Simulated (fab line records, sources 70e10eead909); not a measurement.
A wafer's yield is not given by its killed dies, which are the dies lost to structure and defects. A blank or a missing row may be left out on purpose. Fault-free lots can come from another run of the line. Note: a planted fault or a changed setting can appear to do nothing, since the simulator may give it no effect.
Matching of chambers ; flow nand-harc ; NHARC_P_M1_PRE_CLEAN_32 on pecvd-01: 3 sister chambers
The step time 12 s. 6 wafers are shown with their chamber, then 8 later ones without.

## WAFERS WITH THEIR CHAMBER
wafer;chamber;heater-power-w (W)
L406.1;1;650
L406.5;0;619
L409.2;1;581
L409.3;2;583
L409.5;2;584
L410.1;0;642

## WAFERS WITH NO CHAMBER GIVEN
wafer;heater-power-w (W)
L410.4;616
L410.6;678
L420.3;682
L420.4;680
L420.5;531
L423.1;675
L423.5;642
L423.6;556

## THE CHAMBER EACH PASSED THROUGH
wafer;from the rows above;in truth
L410.4;can't be placed: 1 or 0 or 2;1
L410.6;can't be placed: 0 or 1 or 2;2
L420.3;can't be placed: 0 or 1 or 2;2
L420.4;can't be placed: 0 or 1 or 2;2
L420.5;can't be placed: 2 or 1 or 0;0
L423.1;can't be placed: 0 or 1 or 2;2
L423.5;can't be placed: 0 or 1 or 2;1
L423.6;can't be placed: 2 or 1 or 0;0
Correct placement for 0 of the 8. From these rows, 8 cannot be placed; in 8 the true chamber is one of the candidates. 0 placed wrongly.
How it was worked out, from the rows above alone: a wafer's distance from a chamber is the root of the sum, over the readings, of the square of ((its reading less the chamber's mean) divided by the reading's scatter). The wafer belongs to the nearest chamber; if the next one is less than 2 further off, it can't be placed. The mean given for a chamber averages the wafers shown for that chamber. The scatter: the root of (the sum of the squares of (reading less its chamber's mean) over the shown wafers, divided by (wafers less chambers)).
